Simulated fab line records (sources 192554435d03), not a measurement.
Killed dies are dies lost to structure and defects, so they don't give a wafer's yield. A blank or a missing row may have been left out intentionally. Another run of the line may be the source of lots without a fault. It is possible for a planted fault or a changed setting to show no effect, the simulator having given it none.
Matching of chambers    flow n5Finfet    N5_FIN_SAQP_STRIP_77 on rieDiel-05 has 4 sister chambers
The step strips in N2/H2, time 90 s. 8 wafers are shown with their chamber, then 9 later ones without.

## EACH WAFER AND ITS CHAMBER
wafer   chamber  showerheadPlenumPTorr (Torr)  throttleValvePct (%)
L079.1  2        3.26                          12.38
L083.6  0        3.36                          11.96
L084.3  2        3.25                          12.42
L085.1  0        3.36                          11.98
L085.5  3        3.52                          12.22
L091.2  3        3.51                          12.24
L091.3  1        3.34                          12.18
L091.5  1        3.34                          12.19

## WAFERS WITH NO CHAMBER GIVEN
wafer   showerheadPlenumPTorr (Torr)  throttleValvePct (%)
L092.1  3.34                          12.21
L092.4  3.24                          12.47
L092.6  3.34                          12.19
L095.1  3.51                          12.26
L095.5  3.51                          12.27
L095.6  3.35                          12.03
L097.3  3.33                          12.23
L097.4  3.24                          12.50
L097.6  3.33                          12.23

## THE CHAMBER EACH PASSED THROUGH
wafer   from the rows above  in truth
L092.1  1                    1
L092.4  2                    2
L092.6  1                    1
L095.1  3                    3
L095.5  3                    3
L095.6  0                    0
L097.3  1                    1
L097.4  2                    2
L097.6  1                    1
Correctly placed: 9 of 9. Can't be placed from these rows: 0. 0 placed wrongly.
How it was worked out, from the rows above alone: a wafer's distance from a chamber is the root of the sum, over the readings, of the square of ((its reading less the chamber's mean) divided by the reading's scatter). If the next closest chamber is less than 2 further off than the closest, the wafer can't be placed; otherwise it belongs to the closest. For every chamber, the mean is computed from those of its wafers that are shown. The scatter is the square root of a quotient: the sum, over the shown wafers, of each reading's squared deviation from its chamber's mean, divided by wafers minus chambers.
